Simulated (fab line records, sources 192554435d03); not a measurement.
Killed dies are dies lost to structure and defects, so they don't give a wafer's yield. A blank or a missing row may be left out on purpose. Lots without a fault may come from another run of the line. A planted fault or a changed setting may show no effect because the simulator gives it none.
Which tool did it? | flow n5_finfet | 10 lots, 30 wafers sampled, at 4 steps of a route of 1938

WHAT THE GAUGES READ, wafer by wafer
N5_BEOL_M8_OCD_MEAS_38. Usual: trench_depth_nm 92.9 nm, standard deviation 1.4.
lot  | measured     | on     | trench_depth_nm (nm) | flag
L981 | day 9 08:43  | ocd-02 | 91.3 93.1 92.2       |
L989 | day 11 18:06 | ocd-02 | 93.8 93.8 90.6       |
L990 | day 12 05:11 | ocd-01 | 95.1 90.9 93.6       |
L991 | day 12 14:34 | ocd-02 | 90.8 93.1 90.4       |
L995 | day 13 00:20 | ocd-02 | 91.7 93.0 94.4       |
L997 | day 13 18:38 | ocd-01 | 93.0 91.1 91.7       |
L996 | day 13 18:40 | ocd-02 | 91.5 94.8 95.2       |
L998 | day 14 00:48 | ocd-02 | 90.9 93.1 93.2       |
L101 | day 14 13:53 | ocd-01 | 93.7 93.0 90.6       |
L104 | day 15 14:00 | ocd-02 | 93.2 93.2 93.3       |

WHICH TOOL RAN EACH LOT (tool, then ch and the chambers of the sampled wafers, then the start)
lot  | N5_BEOL_M8_DESCUM_16               | N5_BEOL_M8_ETCH_72                 | N5_BEOL_M8_ETCH_41
L981 | rie_diel-06 ch 0,3, day 9 07:20    | rie_diel-05 ch 2,3, day 9 08:19    | rie_diel-05 ch 2,3, day 9 08:43 or earlier
L989 | rie_diel-05 ch 0,1, day 11 16:33   | rie_diel-02 ch 1,2,3, day 11 17:42 | rie_diel-02 ch 1,2,3, day 11 18:06 or earlier
L990 | rie_diel-05 ch 1,2,3, day 12 01:29 | rie_diel-05 ch 0,2,3, day 12 04:47 | rie_diel-05 ch 0,2,3, day 12 05:11 or earlier
L991 | rie_diel-06 ch 0,2, day 12 10:40   | rie_diel-05 ch 2,3, day 12 14:10   | rie_diel-05 ch 2,3, day 12 14:34 or earlier
L995 | rie_diel-02 ch 0,1,3, day 12 22:49 | rie_diel-06 ch 0,1,2, day 12 23:56 | rie_diel-06 ch 0,1,2, day 13 00:20 or earlier
L997 | rie_diel-02 ch 1,2,3, day 13 16:19 | rie_diel-05 ch 1,2,3, day 13 18:14 | rie_diel-05 ch 1,2,3, day 13 18:38 or earlier
L996 | rie_diel-06 ch 0,1,2, day 13 16:40 | rie_diel-06 ch 1,2,3, day 13 18:16 | rie_diel-06 ch 1,2,3, day 13 18:40 or earlier
L998 | rie_diel-06 ch 0,2, day 13 21:44   | rie_diel-05 ch 2,3, day 14 00:24   | rie_diel-05 ch 2,3, day 14 00:48 or earlier
L101 | rie_diel-02 ch 0,1,3, day 14 12:09 | rie_diel-02 ch 1,2,3, day 14 13:29 | rie_diel-02 ch 1,2,3, day 14 13:53 or earlier
L104 | rie_diel-02 ch 0,1, day 15 12:16   | rie_diel-02 ch 1,3, day 15 13:36   | rie_diel-02 ch 1,3, day 15 14:00 or earlier
- N5_BEOL_M8_DESCUM_16: chemistry O2, time 7.9 s.
- N5_BEOL_M8_ETCH_72: etches underlayer in N2/H2, target depth 6.5 nm, time 5.2 s.
- N5_BEOL_M8_ETCH_41: etches SiCN in CH3F/O2, target depth 31.9 nm, time 57.8 s.

WHAT THE TOOLS THEMSELVES READ (means of the sampled wafers that have a number; where no wafer has one, the mark that the record gives instead)
N5_BEOL_M8_DESCUM_16. Usual: drypump_motor_current_A 5.7 A, standard deviation 0.45; oes_product_au 0.80 a.u., standard deviation 0.091; rf_vpp_V 243.6 V, standard deviation 1.5; showerhead_plenum_p_Torr 2.12 Torr, standard deviation 0.08; throttle_valve_pct 20.46 %, standard deviation 0.26.
lot  | tool        | drypump_motor_current_A (A) | oes_product_au (a.u.) | rf_vpp_V (V) | showerhead_plenum_p_Torr (Torr) | throttle_valve_pct (%) | flag
L981 | rie_diel-06 | 5.8                         | 0.75                  | 243.0        | 2.12                            | 20.67                  |
L989 | rie_diel-05 | 5.7                         | 0.85                  | 243.0        | 2.06                            | 20.28                  |
L990 | rie_diel-05 | 5.2                         | 0.77                  | 244.0        | 2.16                            | 20.49                  |
L991 | rie_diel-06 | 5.6                         | 0.86                  | 242.4        | 2.04                            | 20.65                  |
L995 | rie_diel-02 | 6.2                         | 0.81                  | 243.3        | 2.11                            | 20.23                  |
L997 | rie_diel-02 | 6.1                         | 0.79                  | 243.9        | 2.14                            | 20.30                  |
L996 | rie_diel-06 | 5.6                         | 0.82                  | 242.7        | 2.09                            | 20.69                  |
L998 | rie_diel-06 | 5.3                         | 0.76                  | 242.5        | 2.01                            | 20.79                  |
L101 | rie_diel-02 | 6.2                         | 0.79                  | 242.9        | 2.11                            | 20.25                  |
L104 | rie_diel-02 | 6.5                         | 0.73                  | 243.9        | 2.15                            | 20.29                  |

N5_BEOL_M8_ETCH_72. Usual: drypump_motor_current_A 5.7 A, standard deviation 0.49; etch_rf_on_time_s 5.21 s, standard deviation 0.086; h2_flow_sccm 200.0 sccm, standard deviation 0.61; oes_product_au 0.67 a.u., standard deviation 0.071; rf_vpp_V 524.9 V, standard deviation 2.9; showerhead_plenum_p_Torr 2.58 Torr, standard deviation 0.097; throttle_valve_pct 17.88 %, standard deviation 0.26.
lot  | tool        | drypump_motor_current_A (A) | etch_rf_on_time_s (s) | h2_flow_sccm (sccm) | oes_product_au (a.u.) | rf_vpp_V (V) | showerhead_plenum_p_Torr (Torr) | throttle_valve_pct (%) | flag
L981 | rie_diel-05 | 5.1                         | 5.26                  | 200.2               | 0.65                  | 527.1        | 2.66                            | 17.86                  |
L989 | rie_diel-02 | 6.1                         | 5.22                  | 199.7               | 0.69                  | 525.0        | 2.60                            | 17.71                  |
L990 | rie_diel-05 | 5.4                         | 5.19                  | 199.6               | 0.68                  | 526.0        | 2.60                            | 17.74                  |
L991 | rie_diel-05 | 5.0                         | 5.33                  | 199.6               | 0.62                  | 526.3        | 2.65                            | 17.90                  |
L995 | rie_diel-06 | 5.6                         | 5.22                  | 200.6               | 0.71                  | 523.2        | 2.54                            | 18.13                  |
L997 | rie_diel-05 | 5.2                         | 5.49                  | 180.5               | 0.63                  | 526.8        | 2.56                            | 17.46                  | OFF
L996 | rie_diel-06 | 5.6                         | 5.13                  | 199.8               | 0.68                  | 525.0        | 2.59                            | 18.11                  |
L998 | rie_diel-05 | 5.3                         | 5.51                  | 180.0               | 0.63                  | 526.1        | 2.61                            | 17.28                  | OFF
L101 | rie_diel-02 | 6.1                         | 5.20                  | 200.3               | 0.67                  | 525.2        | 2.59                            | 17.74                  |
L104 | rie_diel-02 | 6.1                         | 5.30                  | 199.6               | 0.71                  | 524.8        | 2.54                            | 17.62                  |

N5_BEOL_M8_ETCH_41. Usual: drypump_motor_current_A 5.7 A, standard deviation 0.49; mfc_ar_sccm 150.0 sccm, standard deviation 0.45; oes_product_au 0.79 a.u., standard deviation 0.084; rf_vpp_V 297.9 V, standard deviation 1.7; showerhead_plenum_p_Torr 2.02 Torr, standard deviation 0.075; throttle_valve_pct 16.30 %, standard deviation 0.24.
lot  | tool        | drypump_motor_current_A (A) | mfc_ar_sccm (sccm) | oes_product_au (a.u.) | rf_vpp_V (V) | showerhead_plenum_p_Torr (Torr) | throttle_valve_pct (%) | flag
L981 | rie_diel-05 | 5.0                         | 150.4              | 0.76                  | 299.8        | 2.08                            | 16.32                  |
L989 | rie_diel-02 | 6.1                         | 150.3              | 0.81                  | 298.7        | 2.03                            | 16.12                  |
L990 | rie_diel-05 | 5.4                         | 149.9              | 0.80                  | 298.2        | 2.04                            | 16.20                  |
L991 | rie_diel-05 | 5.0                         | 150.4              | 0.73                  | 298.3        | 2.07                            | 16.37                  |
L995 | rie_diel-06 | 5.6                         | 149.8              | 0.84                  | 297.5        | 1.99                            | 16.50                  |
L997 | rie_diel-05 | 5.2                         | 150.3              | 0.76                  | 298.6        | 2.06                            | 16.43                  |
L996 | rie_diel-06 | 5.6                         | 150.0              | 0.79                  | 297.3        | 2.04                            | 16.48                  |
L998 | rie_diel-05 | 5.3                         | 149.9              | 0.76                  | 298.8        | 2.10                            | 16.29                  |
L101 | rie_diel-02 | 6.1                         | 149.7              | 0.78                  | 298.3        | 2.03                            | 16.16                  |
L104 | rie_diel-02 | 6.0                         | 149.8              | 0.84                  | 297.0        | 1.99                            | 16.07                  |

THE ANSWER, worked out from the rows above alone
Rule: a lot is off if the mean of its wafers that have a number lies more than 3 standard deviations from the usual mean. A lot without any number at a reading at which 4 lots or more have one is off too. The other lots that the step has rows for count as sound. The gauges are gone through in route order, then the tools' own readings, and for those a lot's mean is taken as printed above. The first step at which some lot is off is used, and at that step the reading that is off furthest; a lot without a number counts as furthest.
Off: L997, L998, at N5_BEOL_M8_ETCH_72 (h2_flow_sccm).
A tool fits if, at that step or a process step before it, it ran every lot that is off, and no sound lot after the first of them. One fits: rie_diel-05 at N5_BEOL_M8_ETCH_72. Its last sound lot is L991 (day 12 14:10), its first lot that is off L997 (day 13 18:14): a fault that began between those two fits.
The tool's own readings at N5_BEOL_M8_ETCH_72 bear it out: on the lots that are off they differ by more than 5 times the standard deviation of the sound lots' means. h2_flow_sccm reads 180.2 sccm there against 199.9 sccm on the sound lots.

WHAT THE SIMULATOR HAD PUT IN
Process parameter drift: rie_diel-05, from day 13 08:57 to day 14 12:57, at N5_BEOL_M8_ETCH_72. Setting h2_flow_sccm, moved by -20, from 200. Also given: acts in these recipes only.
Lots struck among those shown: L997, L998. The rule above found the same.
